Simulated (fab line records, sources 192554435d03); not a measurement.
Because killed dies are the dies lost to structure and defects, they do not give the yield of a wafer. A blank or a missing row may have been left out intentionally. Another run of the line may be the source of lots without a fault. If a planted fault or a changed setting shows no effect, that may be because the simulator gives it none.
Which of the tools did it? | flow n5_finfet | 9 lots with 26 wafers sampled at 2 steps, on a route of 1938 steps

## WHAT THE GAUGES SHOWED, per wafer
N5_BEOL_M4_RC_MEAS_101. Usual: DIBL_N 36.2 mV/V, standard deviation 1.7; DIBL_P 36.2 mV/V, standard deviation 2.2; IOFF_N 0.16 nA/um, standard deviation 0.035; IOFF_P 0.21 nA/um, standard deviation 0.042; ION_N 673 uA/um, standard deviation 13; ION_P 462 uA/um, standard deviation 7.9; SS_N 71.4 mV/dec, standard deviation 0.59; SS_P 73.2 mV/dec, standard deviation 0.7; VT_N 250 mV, standard deviation 3.6; VT_P -251 mV, standard deviation 3.5.
lot  | measured     | on        | DIBL_N (mV/V)  | DIBL_P (mV/V)  | IOFF_N (nA/um) | IOFF_P (nA/um) | ION_N (uA/um) | ION_P (uA/um) | SS_N (mV/dec)  | SS_P (mV/dec)  | VT_N (mV)   | VT_P (mV)      | flag
L542 | day 8 05:29  | prober-01 | 33.7 35.4 35.9 | 35.2 37.1 37.6 | 0.14 0.16 0.18 | 0.21 0.23 0.23 | 667 674 682   | 469 473 473   | 70.5 71.1 71.9 | 72.9 73.2 74.0 | 252 250 248 | -250 -248 -250 |
L544 | day 8 10:10  | prober-02 | 35.5 34.1 36.4 | 34.9 33.8 35.9 | 0.14 0.12 0.17 | 0.19 0.18 0.21 | 667 673 689   | 464 467 467   | 70.9 70.8 71.2 | 73.4 72.8 72.6 | 251 250 247 | -251 -254 -250 |
L545 | day 8 20:57  | prober-01 | 39.8 41.5      | 39.1 41.8      | 0.22 0.28      | 0.28 0.36      | 680 688       | 468 478       | 71.3 72.1      | 74.4 74.7      | 246 243     | -248 -243      |
L547 | day 9 19:28  | prober-02 | 37.3 37.1 36.5 | 37.1 38.6 36.5 | 0.18 0.19 0.16 | 0.24 0.27 0.22 | 676 691 682   | 468 477 463   | 71.6 71.7 71.3 | 72.4 73.7 72.6 | 249 246 250 | -248 -247 -250 |
L550 | day 10 21:37 | prober-01 | 36.3 38.6 37.6 | 36.0 38.3 36.5 | 0.15 0.20 0.17 | 0.20 0.24 0.21 | 673 670 671   | 459 456 462   | 71.0 71.4 72.3 | 73.7 74.2 73.1 | 253 248 248 | -253 -251 -250 |
L554 | day 11 04:55 | prober-01 | 37.7 34.2 35.3 | 39.0 34.5 36.8 | 0.17 0.12 0.14 | 0.26 0.19 0.22 | 668 659 666   | 463 464 460   | 71.2 71.6 71.3 | 73.8 72.0 73.0 | 251 252 250 | -245 -250 -248 |
L557 | day 12 13:05 | prober-02 | 36.2 35.4 36.9 | 35.5 35.1 37.5 | 0.16 0.16 0.17 | 0.21 0.21 0.24 | 670 677 676   | 465 468 462   | 71.2 71.6 72.2 | 73.1 73.0 73.1 | 251 249 249 | -249 -249 -249 |
L559 | day 12 23:57 | prober-01 | 35.2 37.4 36.4 | 34.0 36.2 34.2 | 0.13 0.18 0.15 | 0.18 0.22 0.19 | 668 685 661   | 460 467 455   | 71.4 71.3 70.8 | 72.7 72.8 73.1 | 250 245 249 | -253 -251 -252 |
L562 | day 13 15:37 | prober-02 | 37.0 34.4 37.7 | 36.1 33.8 37.8 | 0.16 0.12 0.18 | 0.21 0.17 0.24 | 668 666 678   | 459 457 459   | 71.3 71.0 71.8 | 72.9 71.9 73.3 | 251 255 247 | -250 -253 -249 |

N5_BEOL_M15_OVL_MEAS_29. Usual: M15_OVL gives -5 nm (standard deviation 5.4).
lot  | measured     | on         | M15_OVL (nm) | flag
L542 | day 11 21:35 | overlay-02 | -10 -2 -1    |
L544 | day 12 03:07 | overlay-01 | -11 -7 -15   |
L545 | day 12 12:41 | overlay-02 | -6 -11       |
L547 | day 13 05:25 | overlay-01 | 0 1 -10      |
L550 | day 14 15:55 | overlay-01 | -12 -18 -14  |
L554 | day 14 21:13 | overlay-02 | -9 -9 -13    |
L557 | day 16 10:12 | overlay-01 | -6 -4 -4     |
L559 | day 16 11:17 | overlay-02 | -3 0 -3      |
L562 | day 17 09:28 | overlay-02 | 1 5 -2       |

## WHAT TOOL EACH LOT RAN ON (gives the tool, then ch and the chambers of the sampled wafers, and finally the start)
There is no process step in the record ahead of these readings.

## AS READ BY THE TOOLS THEMSELVES (means over the sampled wafers that have a number; for cases with no such wafer, the mark the record gives instead)
The record holds no such reading with a usual standard deviation.

## THE ANSWER, worked out from the rows above alone
Rule: a lot is off if the mean of its wafers that have a number lies more than 3 standard deviations from the usual mean. A lot without any number at a reading at which 4 lots or more have one is off too. Any other lot the step has rows for is counted as sound. The gauges are gone through in route order, then the tools' own readings, and for those a lot's mean is taken as printed above. At the first step where some lot is off, the reading lying furthest off is the one used; lots without a number count as furthest.
No lot is off at any reading shown: from this, nothing can be told.

## WHAT HAD BEEN PUT IN BY THE SIMULATOR
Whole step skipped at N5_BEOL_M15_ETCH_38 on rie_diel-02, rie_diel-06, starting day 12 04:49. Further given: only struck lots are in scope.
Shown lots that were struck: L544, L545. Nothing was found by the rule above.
